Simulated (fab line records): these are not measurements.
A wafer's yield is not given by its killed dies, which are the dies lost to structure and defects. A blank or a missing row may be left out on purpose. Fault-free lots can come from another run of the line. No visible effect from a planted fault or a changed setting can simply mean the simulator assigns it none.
Which of the tools did it? :: flow nand harc :: 36 wafers from 12 lots sampled at 2 of the route's 1302 steps

## WHAT THE GAUGES SHOWED, per wafer
NHARC_P_GATE_OVL_MEAS_27.
lot: L075
measured: day 5 09:49
on: overlay-02
overlay x nm (nm): -0.3 -0.1 -0.1

lot: L077
measured: day 6 14:01
on: overlay-02
overlay x nm (nm): -1.5 -0.7 -0.8

lot: L079
measured: day 7 05:01
on: overlay-01
overlay x nm (nm): 0.1 -0.3 -0.5

lot: L081
measured: day 8 00:43
on: overlay-01
overlay x nm (nm): -0.2 -0.1 0.1

lot: L083
measured: day 9 05:59
on: overlay-02
overlay x nm (nm): 0.1 0.0 -0.7

lot: L085
measured: day 9 17:11
on: overlay-02
overlay x nm (nm): 1.2 1.2 1.6

lot: L087
measured: day 10 07:40
on: overlay-02
overlay x nm (nm): -0.7 -0.1 0.1

lot: L089
measured: day 11 01:18
on: overlay-01
overlay x nm (nm): -1.2 -1.0 -0.8

lot: L091
measured: day 12 04:46
on: overlay-01
overlay x nm (nm): -1.5 -0.7 -1.1

lot: L093
measured: day 12 22:35
on: overlay-02
overlay x nm (nm): -2.0 -0.4 -1.0

lot: L095
measured: day 13 17:33
on: overlay-02
overlay x nm (nm): -1.3 -1.2 -1.5

lot: L097
measured: day 14 21:56
on: overlay-02
overlay x nm (nm): 1.3 1.1 1.3

## WHAT TOOL EACH LOT RAN ON (gives the tool, then ch and the chambers of the sampled wafers, and finally the start)
lot: L075
NHARC_P_STI_ETCH_15: rie si-02 ch 0,1,2, day 3 09:08

lot: L077
NHARC_P_STI_ETCH_15: rie si-06 ch 0,2, day 4 11:58

lot: L079
NHARC_P_STI_ETCH_15: rie si-06 ch 0,1,2, day 5 00:11

lot: L081
NHARC_P_STI_ETCH_15: rie si-03 ch 1,2,3, day 5 16:52

lot: L083
NHARC_P_STI_ETCH_15: rie si-06 ch 0,1,2, day 6 17:31

lot: L085
NHARC_P_STI_ETCH_15: rie si-02 ch 1,2, day 7 11:23

lot: L087
NHARC_P_STI_ETCH_15: rie si-02 ch 0,2,3, day 8 05:05

lot: L089
NHARC_P_STI_ETCH_15: rie si-06 ch 2,3, day 9 02:22

lot: L091
NHARC_P_STI_ETCH_15: rie si-06 ch 0,1,3, day 9 21:05

lot: L093
NHARC_P_STI_ETCH_15: rie si-02 ch 0,1,3, day 10 17:40

lot: L095
NHARC_P_STI_ETCH_15: rie si-03 ch 1,2,3, day 11 13:55

lot: L097
NHARC_P_STI_ETCH_15: rie si-02 ch 1,2, day 12 12:57
- NHARC_P_STI_ETCH_15: etches the open film in HBr/Cl2, target depth 300 nm, time 100.1 s.

## THE ANSWER, worked out from the rows above alone
Rule: what is usual is taken from the lots themselves. The widest of any qualifying gaps counts: lots, ordered by their means at a reading, are off when they make up no more than a third of the lots, leave a main group of 4 or more, and stand apart from it by 3 or more times the standard deviation of that group's means. Not used: any main group whose means are identical at the precision the tables above print for the reading. Also off: a lot with no number at a reading for which 4 or more lots have one. Any other lot the step has rows for is counted as sound.
No lot is off at any reading shown: from this, nothing can be told.

## WHAT HAD BEEN PUT IN BY THE SIMULATOR
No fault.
